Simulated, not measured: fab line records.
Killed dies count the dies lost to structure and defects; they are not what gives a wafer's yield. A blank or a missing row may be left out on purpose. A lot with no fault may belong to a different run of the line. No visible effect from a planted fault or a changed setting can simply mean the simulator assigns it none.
Chamber matching	flow n5_finfet	rie_diel-05 running N5_BEOL_M0_SAQP_STRIP_75: 4 sister chambers
The step strips in CF4. 4 wafers are shown with their chamber, then 7 later ones without.

WAFERS PAIRED WITH THEIR CHAMBERS
wafer	chamber	drypump_motor_current_A (A)
L091.4	2	5.7
L091.5	3	5.4
L092.2	0	6.1
L092.3	1	5.5

WAFERS MISSING THEIR CHAMBER
wafer	drypump_motor_current_A (A)
L092.6	5.4
L093.2	5.4
L093.5	5.5
L093.6	5.8
L095.3	5.8
L095.5	5.8
L095.6	5.5

CHAMBER TAKEN BY EACH
wafer	from the rows above	in truth
L092.6	can't be placed: 3 or 1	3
L093.2	can't be placed: 3 or 1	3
L093.5	can't be placed: 1 or 3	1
L093.6	2	2
L095.3	2	2
L095.5	2	2
L095.6	can't be placed: 1 or 3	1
Placed correctly: 3 of 7. Unplaceable from these rows: 4, with the true chamber sitting among the candidates in 4. 0 placed wrongly.
How it was worked out, from the rows above alone: a wafer's distance from a chamber is the root of the sum, over the readings, of the square of ((its reading less the chamber's mean) divided by the reading's scatter). If the next closest chamber is less than 2 further off than the closest, the wafer can't be placed; otherwise it belongs to the closest. The mean given for a chamber averages the wafers shown for that chamber. The scatter: with one shown wafer a chamber, the root of the mean of the squares of how far each hidden wafer lies from its nearest shown one.
